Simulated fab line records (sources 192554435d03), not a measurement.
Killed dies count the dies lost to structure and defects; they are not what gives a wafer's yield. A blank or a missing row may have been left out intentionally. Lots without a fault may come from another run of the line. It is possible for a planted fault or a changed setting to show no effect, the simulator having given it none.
fab line records    flow n5-finfet
record: lots: 9  wafers: 27  last-day: 17
route steps=1938 shown GATE_CUT@514 MOL_CONTACT_COAG@532 BEOL_M4@1111
lots that met no fault: from a run of the same line without faults
start-h: the number of hours between the record's first day and the start of the first shown wafer of the lot    wait-h: hours since the lot's step before    " identical to the entry in the row above    L1.1+2: several wafers, shown together as one row    - either no value or no given start    * or withheld: withheld    < > ~ a bound
route shown NAME@n: names a module that has steps shown in the file, with the first one's number in the route    usual: mean/standard deviation taken from wafers without a fault    same: alike in all rows    chamber/n: place in a boat    sites: the reading at each site    _std_site: how widely they spread, as a standard deviation    _edge_site: the outer-site mean with the inner-site mean subtracted    radius-mm: for every site, how far away it sits from the centre of the wafer    mask NAME#n: copy n    behind: the last tool/chamber to shape the wafer    hold: cause of the lot's hold/its duration in hours/its outcome    device: the transistor (n, p or np) that didn't switch    end of line: at the end of the route, the tests of the same wafers    step lacking rows: just its recipe    killed: dies that structure and defects cost at the first sort, which is not the same as the wafer's yield    map: the dies of a wafer, with x for killed, . for not killed, _ for no die there
set.NAME: the setting the step ran with; set.NAME@STEP: the setting that earlier step ran with    model.NAME: the simulator's own value behind a step, which no gauge read
steps of the route over a sample of lots; a table a step, a row a wafer
services: the hour from which a tool's chamber was out of use, counted from the record's first day as start-h (under 0 if before that day), plus the number of hours and why
== steps ==
step: N5_GATE_CUT_CMP_61
recipe: stop-on: SiNx  t-overpolish-s: 3  post-cmp-clean: alkaline-brush  down-force-psi: 4  platen-rpm: 27.09  pad-velocity-m-s: 0.539
usual: head-pressure-psi: 3.998/0.0082  motor-current-A: 12.0/1.2  slurry-flow-ml-min: 150.0/0.47
lot.wafer  tool    chamber  start-h  wait-h  head-pressure-psi  motor-current-A  slurry-flow-ml-min
L265.4     cmp-02  3        104.62   0.3     3.991              11.0             149.5
L265.1     "       1        "        "       4.009              13.1             150.5
L265.5     "       2        "        "       3.990              12.9             149.1
L266.1     cmp-01  2        111.25   0.3     3.995              10.6             150.0
L266.3     "       3        "        "       3.990              12.5             150.1
L266.5     "       1        "        "       4.006              10.5             149.3
L268.3     cmp-04  3        123.02   0.4     4.005              11.3             149.7
L268.5     "       3        "        "       3.997              11.9             149.9
L268.6     "       0        "        "       3.994              11.4             150.8
L271.1     cmp-01  2        141.87   0.4     3.990              10.3             149.7
L271.3     "       3        "        "       3.985              12.7             150.3
L271.2     "       1        "        "       3.988              10.6             150.3
L275.1     cmp-01  3        168.86   0.3     4.004              12.4             150.6
L275.2     "       0        "        "       4.007              13.0             150.0
L275.5     "       3        "        "       4.009              12.6             150.3
L280.1     cmp-02  1        196.57   0.3     3.994              12.9             149.7
L280.2     "       3        "        "       4.001              11.6             150.1
L280.5     "       1        "        "       3.986              13.0             150.2
L282.4     cmp-04  3        210.78   0.4     4.003              10.9             149.8
L282.3     "       1        "        "       3.992              14.9             149.7
L282.5     "       0        "        "       3.999              11.1             149.9
L283.1     cmp-01  0        217.21   0.4     4.003              12.5             150.2
L283.4     "       1        "        "       3.999              10.5             149.9
L283.6     "       0        "        "       3.991              12.3             150.4
L285.3     cmp-04  1        229.92   0.3     3.989              13.6             150.2
L285.1     "       3        "        "       4.004              11.9             149.6
L285.6     "       1        "        "       3.988              13.0             150.5
step: N5_MOL_CONTACT_COAG_ETCH_106
recipe: chemistry: N2/H2  target: SOC  target-depth-a: 800  overetch-a: 160  mask-material: SiARC  temp-c: 40  time-s: 120  ion-energy-ev: 200  pressure-mtorr: 30  source-w: 840  bias-w: 150  n2-flow-sccm: 200  h2-flow-sccm: 200
usual: bias-w: 150.0/0.44  drypump-motor-current-A: 5.6/0.36  oes-product-au: 0.71/0.084  rf-vpp-V: 524.9/2.8  showerhead-plenum-p-Torr: 2.58/0.097  throttle-valve-pct: 17.8/0.41
lot.wafer  tool         chamber  start-h  wait-h  bias-w  drypump-motor-current-A  oes-product-au  rf-hours-counter-h  rf-vpp-V  showerhead-plenum-p-Torr  throttle-valve-pct
L265.1     rie-diel-01  0        105.45   0.0     150.1   5.8                      0.61            233                 525.9     2.60                      18.2
L265.4     "            3        "        "       150.2   5.6                      0.73            77                  524.4     2.56                      17.4
L265.5     "            3        "        "       150.3   5.6                      0.73            -                   525.8     2.56                      17.4
L266.1     rie-diel-01  2        111.99   0.0     149.9   5.9                      0.63            234                 521.0     2.38                      18.1
L266.3     "            3        "        "       150.2   5.6                      0.72            80                  525.0     2.56                      17.4
L266.5     "            3        "        "       149.5   5.6                      0.73            -                   525.2     2.56                      17.4
L268.3     rie-diel-01  3        124.58   0.0     149.4   5.6                      0.72            85                  525.1     2.56                      17.4
L268.5     "            0        "        "       150.7   5.8                      0.60            -                   525.7     2.60                      18.2
L268.6     "            2        "        "       150.2   5.9                      0.63            -                   519.5     2.38                      18.1
L271.1     rie-diel-01  2        142.61   0.0     149.7   5.9                      0.63            248                 520.2     2.38                      18.1
L271.2     "            1        "        "       149.5   5.0                      0.62            207                 527.3     2.64                      18.4
L271.3     "            3        "        "       149.7   5.6                      0.71            93                  524.4     2.56                      17.4
L275.1     rie-diel-03  2        169.67   0.0     149.5   6.0                      0.79            35                  528.2     2.68                      17.3
L275.2     "            3        "        "       150.0   5.4                      0.73            82                  528.6     2.66                      17.5
L275.5     "            3        "        "       149.9   5.4                      0.73            -                   527.8     2.66                      17.5
L280.1     rie-diel-01  2        197.27   0.0     150.2   5.9                      0.87            5                   528.2     2.69                      17.6
L280.2     "            3        "        "       150.3   5.6                      0.69            117                 524.1     2.55                      17.5
L280.5     "            3        "        "       150.4   5.6                      0.69            -                   524.4     2.55                      17.5
L282.3     rie-diel-03  3        211.64   0.0     149.7   5.4                      0.72            96                  526.6     2.65                      17.5
L282.4     "            2        "        "       150.6   6.0                      0.76            49                  527.4     2.67                      17.3
L282.5     "            3        "        "       149.4   5.4                      0.72            -                   528.9     2.65                      17.5
L283.1     rie-diel-03  2        217.99   0.0     150.1   6.0                      0.77            51                  528.6     2.67                      17.3
L283.4     "            0        "        "       150.0   5.5                      0.64            196                 519.4     2.42                      18.4
L283.6     "            3        "        "       150.1   5.4                      0.72            -                   528.2     2.65                      17.5
L285.1     rie-diel-03  3        230.75   0.0     150.2   5.4                      0.72            103                 525.6     2.65                      17.5
L285.3     "            1        "        "       149.6   5.0                      0.81            17                  528.6     2.72                      17.8
L285.6     "            1        "        "       150.4   5.0                      0.81            -                   530.3     2.72                      17.8
step: N5_MOL_CONTACT_COAG_ALD_20
recipe: material: TiN  target-thk-a: 15  temp-c: 400  ald-precursor-family: TiCl4  ald-co-reactant: NH3  pulse-time-s: 1  purge-time-s: 3  co-reactant-purge-time-s: 2  co-reactant-pulse-time-s: 2  ald-cycles: 68  pressure-torr: 3
usual: ald-cycles: 68/0  heater-power-w: 897/150  precursor-pulse-height-rel: 1.002/0.02
lot.wafer  tool          chamber  start-h  wait-h  ald-cycles  heater-power-w  precursor-pulse-height-rel
L265.1     ald-metal-01  3        109.67   0.1     68          794             0.973
L265.4     "             2        "        "       68          946             1.002
L265.5     "             1        "        "       68          944             0.987
L266.1     ald-metal-01  3        114.18   0.1     61          803             0.978
L266.3     "             1        "        "       68          951             0.977
L266.5     "             2        "        "       61          968             1.010
L268.3     ald-metal-03  2        126.47   0.1     68          768             1.029
L268.5     "             2        "        "       68          781             0.994
L268.6     "             3        "        "       68          949             1.026
L271.1     ald-metal-01  1        144.25   0.1     61          935             0.988
L271.2     "             3        "        "       68          803             0.996
L271.3     "             0        "        "       68          726             1.021
L275.1     ald-metal-04  1        171.25   0.1     68          1031            0.977
L275.2     "             3        "        "       68          1115            1.007
L275.5     "             1        "        "       68          1004            0.986
L280.1     ald-metal-01  0        199.72   0.1     68          699             1.003
L280.2     "             1        "        "       68          944             1.022
L280.5     "             0        "        "       68          751             0.960
L282.3     ald-metal-01  3        212.60   0.1     68          781             1.007
L282.4     "             1        "        "       68          943             1.013
L282.5     "             2        "        "       68          963             1.007
L283.1     ald-metal-01  2        219.26   0.1     68          963             0.983
L283.4     "             1        "        "       68          960             1.020
L283.6     "             3        "        "       68          818             1.018
L285.1     ald-metal-04  3        231.70   0.1     68          1122            1.022
L285.3     "             1        "        "       68          1037            1.015
L285.6     "             3        "        "       68          1129            1.012
step: N5_MOL_CONTACT_COAG_SIL_ANNEAL_21
recipe: temp-c: 550  time-s: 60  ambient: N2
usual: lamp-power-pct: 6.03/0.13  lamp_zone_2_pct: 6.03/0.13  lamp_zone_4_pct: 6.03/0.13  lamp_zone_7_pct: 6.34/0.13  wafer_temp_C_max: 552.4/0.66
lot.wafer  tool           chamber  start-h  wait-h  lamp-power-pct  lamp_zone_2_pct  lamp_zone_4_pct  lamp_zone_7_pct  wafer_temp_C_max
L265.1     rtp-anneal-01  0        110.05   0.2     6.20            6.19             6.19             6.51             552.4
L265.4     "              0        "        "       6.20            6.20             6.20             6.51             552.7
L265.5     "              0        "        "       6.20            6.21             6.20             6.52             552.4
L266.1     rtp-anneal-02  0        114.70   0.4     5.94            5.95             5.94             6.23             552.1
L266.3     "              0        "        "       5.92            5.93             5.94             6.25             553.8
L266.5     "              0        "        "       5.94            5.93             5.93             6.23             553.0
L268.3     rtp-anneal-02  0        126.91   0.3     5.93            5.94             5.93             6.24             552.3
L268.5     "              0        "        "       5.93            5.92             5.94             6.23             552.6
L268.6     "              0        "        "       5.92            5.93             5.94             6.24             552.6
L271.1     rtp-anneal-02  0        144.63   0.2     5.94            5.94             5.93             6.23             553.0
L271.2     "              0        "        "       5.93            5.93             5.93             6.24             552.9
L271.3     "              0        "        "       5.93            5.94             5.94             6.23             552.8
L275.1     rtp-anneal-01  0        171.73   0.3     6.20            6.19             6.19             6.52             551.6
L275.2     "              0        "        "       6.18            6.19             6.20             6.52             551.7
L275.5     "              0        "        "       6.19            6.19             6.20             6.51             551.9
L280.1     rtp-anneal-01  0        200.10   0.2     6.19            6.20             6.19             6.52             551.4
L280.2     "              0        "        "       6.19            6.19             6.19             6.52             551.0
L280.5     "              0        "        "       6.19            6.20             6.20             6.51             551.9
L282.3     rtp-anneal-01  0        213.04   0.3     6.19            6.18             6.20             6.51             552.5
L282.4     "              0        "        "       6.20            6.18             6.19             6.51             552.5
L282.5     "              0        "        "       6.20            6.20             6.20             6.51             551.2
L283.1     rtp-anneal-02  0        219.63   0.2     5.93            5.93             5.93             6.23             552.4
L283.4     "              0        "        "       5.93            5.93             5.93             6.22             552.9
L283.6     "              0        "        "       5.94            5.94             5.93             6.24             554.0
L285.1     rtp-anneal-01  0        232.07   0.2     6.20            6.20             6.19             6.51             551.5
L285.3     "              0        "        "       6.19            6.21             6.20             6.53             551.1
L285.6     "              0        "        "       6.20            6.20             6.19             6.51             551.2
step: N5_BEOL_M4_RC_MEAS_101
usual: DIBL_N: 37.5/2.5  DIBL_P: 38/3.1  IOFF_N: 0.19/0.059  IOFF_P: 0.24/0.061  ION_N: 679/16  ION_P: 465/9.8  SS_N: 72.0/0.8  SS_P: 73.7/0.86  VT_N: 248/4.5  VT_P: -249/3.5
lot.wafer  tool       chamber  start-h  wait-h  DIBL_N[mV/V]  DIBL_P[mV/V]  IOFF_N[nA/um]  IOFF_P[nA/um]  ION_N[uA/um]  ION_P[uA/um]  SS_N[mV/dec]  SS_P[mV/dec]  VT_N[mV]  VT_P[mV]
L265.1     prober-01  0        188.43   0.0     35.7          36            0.15           0.19           673           458           71.9          72.4          253       -250
L265.4     "          0        "        "       33.3          34            0.11           0.17           651           455           70.6          71.8          255       -253
L265.5     "          0        "        "       37.1          38            0.18           0.24           669           461           71.6          73.8          248       -249
L266.1     prober-02  0        188.58   0.0     37.5          38            0.19           0.24           679           463           71.3          73.4          249       -248
L266.3     "          0        "        "       41.0          43            0.31           0.37           711           480           72.8          75.0          238       -242
L266.5     "          0        "        "       37.7          38            0.18           0.25           683           469           72.1          73.4          248       -247
L268.3     prober-01  0        215.59   0.3     33.7          34            0.12           0.17           662           453           71.2          72.9          255       -252
L268.5     "          0        "        "       37.1          39            0.18           0.23           677           464           71.8          73.8          249       -246
L268.6     "          0        "        "       41.1          44            0.31           0.34           705           477           73.1          75.8          244       -245
L271.1     prober-01  0        225.41   0.0     41.4          40            0.27           0.33           702           477           72.5          74.7          244       -244
L271.2     "          0        "        "       37.6          35            0.15           0.21           671           458           71.6          73.5          255       -247
L271.3     "          0        "        "       38.9          38            0.19           0.28           679           468           72.4          73.4          246       -244
L275.1     prober-02  0        257.03   0.0     37.5          37            0.20           0.30           706           489           70.9          73.4          242       -244
L275.2     "          0        "        "       36.4          34            0.16           0.23           689           470           72.0          72.9          249       -248
L275.5     "          0        "        "       36.5          35            0.18           0.26           684           479           71.7          72.7          249       -244
L280.1     prober-02  0        284.19   0.0     34.5          35            0.14           0.21           668           462           70.9          73.5          249       -249
L280.2     "          0        "        "       36.0          35            0.14           0.20           668           459           71.2          73.8          251       -250
L280.5     "          0        "        "       39.9          40            0.24           0.28           696           475           71.8          74.1          244       -246
L283.1     prober-01  0        310.43   0.0     38.6          42            0.21           0.29           685           475           72.0          74.4          247       -249
L283.4     "          0        "        "       39.0          39            0.20           0.23           676           455           71.8          74.7          247       -251
L283.6     "          0        "        "       39.9          41            0.23           0.26           687           466           72.2          74.6          245       -249
L282.3     prober-02  0        310.66   0.3     40.5          38            0.23           0.26           684           465           72.7          73.8          246       -249
L282.4     "          0        "        "       38.6          36            0.17           0.22           662           460           73.0          73.4          250       -249
L282.5     "          0        "        "       39.9          38            0.21           0.25           687           466           71.8          74.0          250       -248
L285.1     prober-02  0        317.13   0.0     36.5          37            0.18           0.22           681           462           72.6          73.0          250       -249
L285.3     "          0        "        "       36.5          39            0.19           0.27           690           476           72.7          74.0          247       -247
L285.6     "          0        "        "       36.0          37            0.15           0.20           677           461           72.3          73.7          253       -253
== services ==
tool          chamber  start-h  hours  kind
ald-metal-03  0        83.19    60.3   repair
ald-metal-03  -        88.17    0.3    repair
rie-diel-01   3        91.95    1.8    repair
cmp-02        -        100.91   0.9    repair
rie-diel-03   3        102.94   20.2   repair
cmp-04        -        103.11   7.6    pm
rie-diel-03   2        110.03   1.3    repair
cmp-04        -        110.72   5.7    pm
cmp-01        -        113.30   4.0    pm
rie-diel-03   -        114.49   14.6   pm
cmp-01        -        119.88   1.6    repair
cmp-02        -        120.40   0.7    repair
rie-diel-01   3        120.80   2.2    repair
rie-diel-01   1        123.00   5.2    repair
cmp-02        -        133.65   3.4    pm
rie-diel-01   0        141.30   -      clean
cmp-02        -        154.38   4.4    repair
rie-diel-03   0        167.94   1.8    repair
ald-metal-04  0        168.96   11.9   repair
cmp-01        -        200.65   0.3    repair
cmp-01        -        203.69   1.4    repair
cmp-04        -        214.51   0.7    repair
cmp-02        -        225.93   1.8    repair
cmp-02        -        229.14   4.0    pm
== key ==
first-sign: step: N5_MOL_CONTACT_COAG_ALD_20  reading: ald-cycles  direction: down  sigmas: 99+  usual: *  struck: *
effect none on later readings
met-at N5_MOL_CONTACT_COAG_ALD_20
struck-lots L266,L271
struck-wafers L266.1,L266.5,L271.1
not-acting-at N5_GATE_CUT_CMP_61,N5_MOL_CONTACT_COAG_ETCH_106,N5_MOL_CONTACT_COAG_SIL_ANNEAL_21
onset-between 109.67 114.18
fault: kind: process-parameter-drift  tool: ald-metal-01  chamber: -  onset-h: 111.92  steps: N5_MOL_CONTACT_COAG_ALD_20  channel: ald-cycles  offset: *  shape: step  end-h: 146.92  scope: struck-wafers-only  acts-in: *  stated: *
